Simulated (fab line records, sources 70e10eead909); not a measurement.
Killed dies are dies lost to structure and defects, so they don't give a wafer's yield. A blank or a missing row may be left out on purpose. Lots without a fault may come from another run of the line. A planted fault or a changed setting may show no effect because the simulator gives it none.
A struck lot beside a sound one | flow nand_harc | 14 steps out of a route of 1159
Sound: wafers L319.2, L319.4, L319.5. Struck: wafer L317.6. (L317.4, L317.5 of the same lot were not struck and are left out.) The cause comes at the end.
At each step with rows: each side's tool, then ch and its chambers, then its first start. Under that, the readings that differ: sound wafers | struck wafers | difference of the means | sigmas: that difference in standard deviations of wafers without a fault.
alike: readings whose means differ by less than 2 such deviations, and words and numbers that are the same on both sides. not compared: withheld readings, readings that some wafer has no value for, bounds like >300 that may hide the same value, and numbers for which the record gives no deviation and whose values overlap.
The two part at a step that has a row with sigmas, a row that says differs or no value, or rows on one side only. Numbers that don't overlap but have no deviation are shown without sigmas and don't part them. A reading that every wafer of one side lacks parts them only if that side has two wafers or more.

first, 2 steps without rows for these wafers: NHARC_A_STAIRCASE_HARDBAKE_218 (time 140 s); NHARC_A_STAIRCASE_DESCUM_219 (chemistry O2, time 3 s).
NHARC_A_STAIRCASE_TRIM_220: chemistry O2, time 211.2 s.
  sound on rie_diel-11 ch 0,2,3, day 14 12:01; struck on rie_diel-10 ch 1, day 13 14:26
  alike: drypump_motor_current_A, o2_flow_sccm, oes_product_au, rf_vpp_V, showerhead_plenum_p_Torr, throttle_valve_pct
  not compared: rf_hours_counter_h
NHARC_A_STAIRCASE_ETCH_221: etches the open film in C4F8/O2, target depth 100 nm, time 40.5 s.
  sound on rie_diel-11 ch 0,3; struck on rie_diel-10 ch 1
  alike: bias_w, oes_product_au, rf_vpp_V
  not compared: rf_hours_counter_h
NHARC_A_STAIRCASE_TRIM_222: chemistry O2, time 211.2 s.
  sound on rie_diel-11 ch 0,2,3; struck on rie_diel-10 ch 0
  alike: drypump_motor_current_A, o2_flow_sccm, oes_product_au, rf_vpp_V, showerhead_plenum_p_Torr, throttle_valve_pct
  not compared: rf_hours_counter_h
then, 2 steps without rows for these wafers: NHARC_A_STAIRCASE_ETCH_223 (etches the open film in C4F8/O2, target depth 100 nm, time 40.5 s); NHARC_A_STAIRCASE_TRIM_224 (chemistry O2, time 211.2 s).
NHARC_A_STAIRCASE_ETCH_225: etches the open film in C4F8/O2, target depth 100 nm, time 40.5 s.
  sound on rie_diel-11 ch 0,2; struck on rie_diel-10 ch 1
  reading      | sound       | struck | difference | sigmas
  rf_vpp_V (V) | 899 897 897 | 886    | -12        | -2
  alike: bias_w, oes_product_au
  not compared: rf_hours_counter_h
then, 1 step without rows for these wafers: NHARC_A_STAIRCASE_TRIM_226 (chemistry O2, time 211.2 s).
NHARC_A_STAIRCASE_ETCH_227: etches the open film in C4F8/O2, target depth 100 nm, time 40.5 s.
  sound on rie_diel-11 ch 0,1; struck on rie_diel-10 ch 3
  alike: bias_w, oes_product_au, rf_vpp_V
  not compared: rf_hours_counter_h
then, 1 step without rows for these wafers: NHARC_A_STAIRCASE_TRIM_229 (chemistry O2, time 211.2 s).
NHARC_A_STAIRCASE_ETCH_230: etches the open film in C4F8/O2, target depth 100 nm, time 40.5 s.
  sound on rie_diel-13 ch 1,2,3, day 14 13:28; struck on rie_diel-11 ch 3, day 13 15:43
  reading               | sound             | struck | difference | sigmas
  oes_product_au (a.u.) | 0.956 0.965 0.935 | 1.271  | +0.319     | +16
  alike: bias_w, rf_vpp_V
  not compared: rf_hours_counter_h
then, 1 step without rows for these wafers: NHARC_A_STAIRCASE_TRIM_231 (chemistry O2, time 211.2 s).
-- the record jumps here: 8 days lie between the struck wafers' starts before and after (it left off in module A_STAIRCASE and takes up again in module END, whose first step shown is number 1159 of the route) --
NHARC_END_SORT_01:
  sound on prober-01 ch 0, day 23 02:42; struck on prober-02 ch 0, day 22 01:19
  reading         | sound    | struck | difference | sigmas
  killed_at_array | 39 42 42 | 676    | +635       | +64
  killed_dies     | 41 43 43 | 677    | +635       | +63
  alike: killed_at_other, killed_at_periphery, killed_open, killed_short

WHERE THEY PART
First at NHARC_A_STAIRCASE_ETCH_225; last, within this record, at NHARC_END_SORT_01.

WHY: what the simulator had put in
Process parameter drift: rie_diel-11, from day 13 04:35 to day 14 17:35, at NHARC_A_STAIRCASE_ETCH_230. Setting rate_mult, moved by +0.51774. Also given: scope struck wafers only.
